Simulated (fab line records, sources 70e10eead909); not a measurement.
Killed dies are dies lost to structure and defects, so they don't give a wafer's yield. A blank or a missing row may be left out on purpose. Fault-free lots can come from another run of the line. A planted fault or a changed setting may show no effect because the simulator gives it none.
Which tool was responsible?	flow nand-harc	Sampling: 12 lots, 36 wafers, 6 of 1302 route steps

== WHAT EACH GAUGE READ, for each wafer ==
NHARC_P_GATE_CD_MEAS_91: the cd target is 2000 nm. Usual: cd-nm 2000.1 nm, standard deviation 1.8.
lot	measured	on	cd-nm (nm)	flag
L475	day 6 07:15	cd-sem-01	1997.0 1998.9 1998.4	
L477	day 6 23:47	cd-sem-01	2002.5 2002.7 2000.5	
L478	day 7 00:28	cd-sem-02	1997.9 1999.0 1998.3	
L479	day 7 12:51	cd-sem-03	1998.8 2001.7 2000.1	
L480	day 8 03:31	cd-sem-03	2002.4 1999.6 2000.4	
L481	day 8 19:26	cd-sem-02	1999.7 1998.1 1998.7	
L482	day 9 06:58	cd-sem-01	2004.3 2001.9 1999.6	
L483	day 9 11:08	cd-sem-01	2000.9 2001.8 2002.4	
L484	day 10 04:15	cd-sem-02	1998.3 1997.2 1997.2	
L485	day 10 02:19	cd-sem-03	1999.0 1998.6 1998.9	
L489	day 11 21:50	cd-sem-03	1997.3 1998.8 2001.5	
L493	day 13 15:46	cd-sem-02	1998.2 1997.3 1998.9	

NHARC_P_GATE_INSPECT_68. Usual: raw-defect-count 195, standard deviation 62.
lot	measured	on	raw-defect-count	flag
L475	day 6 10:23	defect-inspect-01	129 169 151	
L477	day 7 02:56	defect-inspect-01	130 110 170	
L478	day 7 03:41	defect-inspect-02	199 98 185	
L479	day 7 15:56	defect-inspect-02	133 183 209	
L480	day 8 06:36	defect-inspect-01	182 238 206	
L481	day 8 22:38	defect-inspect-02	280 248 336	
L482	day 9 10:02	defect-inspect-02	119 152 202	
L483	day 9 14:14	defect-inspect-02	115 170 132	
L484	day 10 07:20	defect-inspect-01	329 215 229	
L485	day 10 05:22	defect-inspect-01	211 139 223	
L489	day 12 00:59	defect-inspect-02	203 316 406	
L493	day 13 18:49	defect-inspect-01	221 971 320	OFF

NHARC_END_SORT_01. Usual: killed-at-array 59, standard deviation 19; killed-at-other 1.0, standard deviation 1.1; killed-at-periphery 3.8, standard deviation 2.4; killed-dies 64, standard deviation 19; killed-open 3.3, standard deviation 2; killed-short 2.4, standard deviation 1.6.
lot	measured	on	killed-at-array	killed-at-other	killed-at-periphery	killed-dies	killed-open	killed-short	flag
L489	day 31 09:10	prober-02	71 79 76	0 0 0	5 3 4	76 82 80	3 4 6	4 3 3	
L493	day 32 11:45	prober-02	32 31 37	2 1 0	2 81 2	36 113 39	4 3 2	3 2 4	OFF

== WHAT TOOL EACH LOT RAN ON (gives the tool, then ch and the chambers of the sampled wafers, and finally the start) ==
lot	NHARC_P_GATE_ETCH_32	NHARC_P_GATE_STRIP_112	NHARC_P_CONTACT_DEP_30
L475	rie-si-02 ch 0,1,3, day 5 16:31	plasma-asher-01 ch 0,1, day 6 06:14	pecvd-02 ch 1,2, day 6 10:40
L477	rie-si-02 ch 0,2,3, day 6 08:58	plasma-asher-02 ch 0,1, day 6 22:37	pecvd-04 ch 1,2, day 7 03:00
L478	rie-si-04 ch 0,2, day 6 09:42	plasma-asher-01 ch 0,1, day 6 23:16	pecvd-02 ch 0,1,2, day 7 03:46
L479	rie-si-04 ch 0,2,3, day 6 21:42	plasma-asher-01 ch 0,1, day 7 11:40	pecvd-03 ch 0,1, day 7 16:02
L480	rie-si-02 ch 0,3, day 7 12:57	plasma-asher-02 ch 0,1, day 8 02:25	pecvd-03 ch 0,1,2, day 8 06:47
L481	rie-si-02 ch 0,1,3, day 8 04:41	plasma-asher-02 ch 0,1, day 8 18:23	pecvd-04 ch 1,2, day 8 22:47
L482	rie-si-04 ch 0,1,3, day 8 16:28	plasma-asher-01 ch 0,1, day 9 05:55	pecvd-04 ch 0,1,2, day 9 10:09
L483	rie-si-05 ch 1,2, day 8 19:52	plasma-asher-02 ch 1, day 9 10:00	pecvd-03 ch 0,1,2, day 9 14:20
L484	rie-si-02 ch 0,1,2, day 9 11:20	plasma-asher-01 ch 0,1, day 10 03:07	pecvd-03 ch 0,1,2, day 10 07:26
L485	rie-si-05 ch 1,2, day 9 11:59	plasma-asher-01 ch 0,1, day 10 01:20	pecvd-02 ch 0,1,2, day 10 05:33
L489	rie-si-05 ch 0,3, day 11 05:05	plasma-asher-01 ch 0, day 11 20:41	pecvd-02 ch 0,1,2, day 12 01:03
L493	rie-si-02 ch 0,1,2, day 13 00:56	plasma-asher-01 ch 0,1, day 13 14:50	pecvd-02 ch 0,1,2, day 13 18:59
- NHARC_P_GATE_ETCH_32: etches the open film in HBr/Cl2, target depth 150 nm, time 100.1 s.
- NHARC_P_GATE_STRIP_112: strips in N2/H2, time 200 s.
- NHARC_P_CONTACT_DEP_30: deposits SiNx, target thk 30 nm.

== WHAT THE TOOLS THEMSELVES READ (means of the sampled wafers that have a number; where no wafer has one, the mark that the record gives instead) ==
NHARC_P_GATE_ETCH_32. Usual: drypump-motor-current-A 5.7 A, standard deviation 0.42; oes-product-au 1.005 a.u., standard deviation 0.0093; throttle-valve-pct 26.406 %, standard deviation 0.0089.
lot	tool	drypump-motor-current-A (A)	oes-product-au (a.u.)	throttle-valve-pct (%)	flag
L475	rie-si-02	5.5	1.003	26.400	
L477	rie-si-02	5.6	1.008	26.405	
L478	rie-si-04	5.5	0.988	26.407	
L479	rie-si-04	5.9	0.999	26.413	
L480	rie-si-02	5.8	1.016	26.410	
L481	rie-si-02	5.5	1.009	26.397	
L482	rie-si-04	6.2	1.001	26.410	
L483	rie-si-05	5.9	1.014	26.405	
L484	rie-si-02	5.7	1.014	26.404	
L485	rie-si-05	6.0	1.016	26.397	
L489	rie-si-05	5.4	0.998	26.407	
L493	rie-si-02	5.7	1.009	26.410	

NHARC_P_GATE_STRIP_112. Usual: drypump-motor-current-A 5.5 A, standard deviation 0.44; heater-power-w 89 W, standard deviation 7.4; rf-refl-power-W 19 W, standard deviation 3.2.
lot	tool	drypump-motor-current-A (A)	heater-power-w (W)	rf-refl-power-W (W)	flag
L475	plasma-asher-01	5.2	92	20	
L477	plasma-asher-02	6.1	90	18	
L478	plasma-asher-01	5.2	91	19	
L479	plasma-asher-01	5.2	91	20	
L480	plasma-asher-02	6.1	87	22	
L481	plasma-asher-02	6.1	89	19	
L482	plasma-asher-01	5.2	91	19	
L483	plasma-asher-02	6.0	85	24	
L484	plasma-asher-01	5.2	86	18	
L485	plasma-asher-01	5.3	92	20	
L489	plasma-asher-01	5.1	79	18	
L493	plasma-asher-01	5.2	91	20	

NHARC_P_CONTACT_DEP_30. Usual: heater-power-w 721 W, standard deviation 85.
lot	tool	heater-power-w (W)	flag
L475	pecvd-02	648	
L477	pecvd-04	797	
L478	pecvd-02	723	
L479	pecvd-03	666	
L480	pecvd-03	709	
L481	pecvd-04	756	
L482	pecvd-04	803	
L483	pecvd-03	654	
L484	pecvd-03	605	
L485	pecvd-02	707	
L489	pecvd-02	689	
L493	pecvd-02	737	

== THE ANSWER, worked out from the rows above alone ==
Rule: take the mean of a lot's wafers that have a number; if it is more than 3 standard deviations from the usual mean, the lot is off. A lot without any number at a reading at which 4 lots or more have one is off too. Where the step has rows for the other lots, those lots are counted as sound. The gauges are gone through in route order, then the tools' own readings, and for those a lot's mean is taken as printed above. The first step at which some lot is off is used, and at that step the reading that is off furthest; a lot without a number counts as furthest.
Off: L493 (NHARC_P_GATE_INSPECT_68, raw-defect-count).
A tool fits if, at a process step before that reading, it ran every lot that is off, and no sound lot after the first of them. The gauges at NHARC_P_GATE_INSPECT_68 aren't tried: what is off there is off at NHARC_END_SORT_01 too, on other tools, and a gauge's error can't cause that. Undecided on this evidence; 2 tools fit (rie-si-02 at NHARC_P_GATE_ETCH_32, plasma-asher-01 at NHARC_P_GATE_STRIP_112).

== WHAT THE SIMULATOR HAD PUT IN ==
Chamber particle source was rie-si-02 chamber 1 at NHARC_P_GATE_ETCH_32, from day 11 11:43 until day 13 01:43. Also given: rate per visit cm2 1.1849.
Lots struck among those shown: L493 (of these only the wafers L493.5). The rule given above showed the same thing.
